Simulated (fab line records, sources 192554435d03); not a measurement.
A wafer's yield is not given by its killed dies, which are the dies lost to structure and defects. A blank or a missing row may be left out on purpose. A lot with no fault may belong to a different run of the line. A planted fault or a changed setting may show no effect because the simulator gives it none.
Split-lot study | flow n5 finfet | 21 wafers read across 7 lots, on a route 1938 steps long

## SPLIT DETAILS
At N5_STI_FIN_REVEAL_ETCHBACK_08 (etches SiO2 in C4F6/O2, target depth 30.5 nm, time 10.167 s), the setting time s was moved away from the recipe's 10.167 s on 7 of the 21 wafers read, by -21.6% to -9.6%. This setting was run at the recipe's value on the other wafers.

## FROM THE SPLIT TO THE READING: what the file shows between them, 4 steps
- N5_STI_FIN_REVEAL_PRECLEAN_17: cleans in NF3:NH3, afs cycles 1, time 20 s, sublimation time 60 s (also split here: time s)
- N5_STI_FIN_REVEAL_ETCH_34: etches Si in H2, material Si, target depth 0.97 nm
- N5_STI_FIN_REVEAL_OXIDATION_31: chemistry O2 PLASMA REMOTE, time 20 s
- N5_STI_FIN_REVEAL_SRD_23: time 30 s

## THE READING
trench depth nm, in nm, at N5_STI_FIN_REVEAL_FIN_H_MEAS_10. Fault-free wafers of this fab line usually give 51.7 nm, standard deviation 0.67 nm.

wafer  | tool, chamber at the split | time s as run, s | against the recipe | trench depth nm, nm | against lot-mates on the recipe
L075.2 | rie diel-06, 1,2,3         | 10.167           | recipe             | 50.9                | -
L075.3 | rie diel-06, 1,2,3         | 10.167           | recipe             | 50.4                | -
L075.4 | rie diel-06, 1,2,3         | 10.167           | recipe             | 51.5                | -
L077.1 | rie diel-02, 3             | 8.547            | -15.9%             | 47.0                | -4.1
L077.3 | rie diel-02, 2,1           | 10.167           | recipe             | 51.3                | -
L077.4 | rie diel-02, 2,1           | 10.167           | recipe             | 50.9                | -
L078.1 | rie diel-02, 2,1           | 7.976            | -21.6%             | 45.3                | -6.4
L078.3 | rie diel-02, 2,1           | 7.976            | -21.6%             | 46.0                | -5.7
L078.6 | rie diel-02, 1             | 10.167           | recipe             | 51.7                | -
L084.2 | rie diel-05, 0,3           | 10.167           | recipe             | 52.0                | -
L084.4 | rie diel-05, 3             | 8.062            | -20.7%             | 45.9                | -5.9
L084.6 | rie diel-05, 0,3           | 10.167           | recipe             | 51.5                | -
L087.1 | rie diel-05, 0,3,0         | 10.167           | recipe             | 51.6                | -
L087.5 | rie diel-05, 0,3,0         | 10.167           | recipe             | 51.2                | -
L087.6 | rie diel-05, 0,3,0         | 10.167           | recipe             | 51.8                | -
L088.2 | rie diel-05, 0             | 9.188            | -9.6%              | 50.0                | -1.1
L088.3 | rie diel-05, 2             | 10.167           | recipe             | 51.1                | -
L088.6 | rie diel-05, 0             | 9.188            | -9.6%              | 50.0                | -1.1
L091.1 | rie diel-02, 1             | 8.215            | -19.2%             | 45.9                | -5.7
L091.4 | rie diel-02, 2,0           | 10.167           | recipe             | 51.8                | -
L091.6 | rie diel-02, 2,0           | 10.167           | recipe             | 51.4                | -
When a row names more than one chamber, that row covers several wafers, and the file does not tell which wafer ran in which chamber.

FIT RESULTS
A straight line over all 21 wafers: trench depth nm changes by +0.263 nm for each +1% of time s; r = +0.97; the points scatter about the line by 0.54 nm.
The same after taking each lot's own level away (the mean of its wafers on the recipe; 21 wafers): +0.273 nm for each +1%; r = +0.97; scatter 0.57 nm.
The reading moves by 5.9 nm for the largest change in time s, on that fit.
Across the lots, their own levels run from 50.93 to 51.75 nm, a range of 1.2 times the standard deviation given above.
The two slopes are in agreement: the lot-to-lot level therefore moves the slope only a little.
Check: -5.6 nm against its lot-mates is what the line predicts for one of the wafers moved furthest among these (-21.6%) when that wafer is left out of the fit. It came out at -6.4 nm against them.

## FURTHER SPLITS ON THESE WAFERS
Note: prior to the reading, these wafers also went through further splits. Each is held against what the fit with the lots' levels taken away leaves over:
other split on the same wafers       | wafers away from the commonest value | r with trench depth nm (lot level and that fit taken away)
N5_ZERO_LAYER_PECVD_02 time s        | 5                                    | +0.15
N5_ZERO_LAYER_EXPOSE_08 dose mj      | 7                                    | +0.09
N5_WELL_APT_EXPOSE_22 dose mj        | 8                                    | -0.20
N5_WELL_APT_PEB_23 peb time s        | 7                                    | +0.05
N5_FIN_SAQP_PECVD_48 time s          | 8                                    | -0.31
N5_FIN_SAQP_PEB_14 peb time s        | 2                                    | +0.21
N5_FIN_CUT_CUT_ETCH_26 time s        | 8                                    | +0.50
N5_STI_FIN_REVEAL_PRECLEAN_17 time s | 7                                    | +0.04

## THE FILE'S OWN FIT
trench depth nm changes by +0.272 nm for each +1% of time s, r = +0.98.
